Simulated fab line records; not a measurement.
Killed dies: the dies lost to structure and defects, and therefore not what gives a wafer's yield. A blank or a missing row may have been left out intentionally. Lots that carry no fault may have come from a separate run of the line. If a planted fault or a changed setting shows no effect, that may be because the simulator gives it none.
Chamber matching :: flow nandHarc :: NHARC_P_ZERO_WELL_DESCUM_26 on rieDiel-03: 4 sister chambers
The step chemistry O2, time 3 s. 4 wafers are shown with their chamber, then 8 later ones without.

## WAFERS PAIRED WITH THEIR CHAMBERS
wafer: L076.6
chamber: 3
showerheadPlenumPTorr (Torr): 1.93

wafer: L078.4
chamber: 2
showerheadPlenumPTorr (Torr): 1.98

wafer: L082.5
chamber: 1
showerheadPlenumPTorr (Torr): 1.76

wafer: L087.1
chamber: 0
showerheadPlenumPTorr (Torr): 1.80

## WAFERS WHOSE CHAMBER IS MISSING
wafer: L087.4
showerheadPlenumPTorr (Torr): 1.97

wafer: L087.6
showerheadPlenumPTorr (Torr): 1.80

wafer: L096.2
showerheadPlenumPTorr (Torr): 1.79

wafer: L096.3
showerheadPlenumPTorr (Torr): 2.07

wafer: L096.4
showerheadPlenumPTorr (Torr): 1.96

wafer: L097.1
showerheadPlenumPTorr (Torr): 1.96

wafer: L097.2
showerheadPlenumPTorr (Torr): 1.79

wafer: L097.5
showerheadPlenumPTorr (Torr): 1.96

## EACH ONE'S CHAMBER
wafer: L087.4
from the rows above: can't be placed: 2 or 3
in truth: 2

wafer: L087.6
from the rows above: can't be placed: 0 or 1
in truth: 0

wafer: L096.2
from the rows above: can't be placed: 0 or 1
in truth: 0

wafer: L096.3
from the rows above: can't be placed: 2 or 3
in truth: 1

wafer: L096.4
from the rows above: can't be placed: 2 or 3
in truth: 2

wafer: L097.1
from the rows above: can't be placed: 2 or 3
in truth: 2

wafer: L097.2
from the rows above: can't be placed: 0 or 1
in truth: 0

wafer: L097.5
from the rows above: can't be placed: 2 or 3
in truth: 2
Placed correctly: 0 of 8. Can't be placed from these rows: 8 (the true chamber is among the candidates in 7). Wrongly placed: 0.
How it was worked out, from the rows above alone: a wafer's distance from a chamber is the root of the sum, over the readings, of the square of ((its reading less the chamber's mean) divided by the reading's scatter). The wafer belongs to the nearest chamber; if the next one is less than 2 further off, it can't be placed. Each chamber's mean is taken over the wafers shown for it. The scatter: root of mean squared gap, hidden wafer to nearest shown wafer, with one shown wafer a chamber.
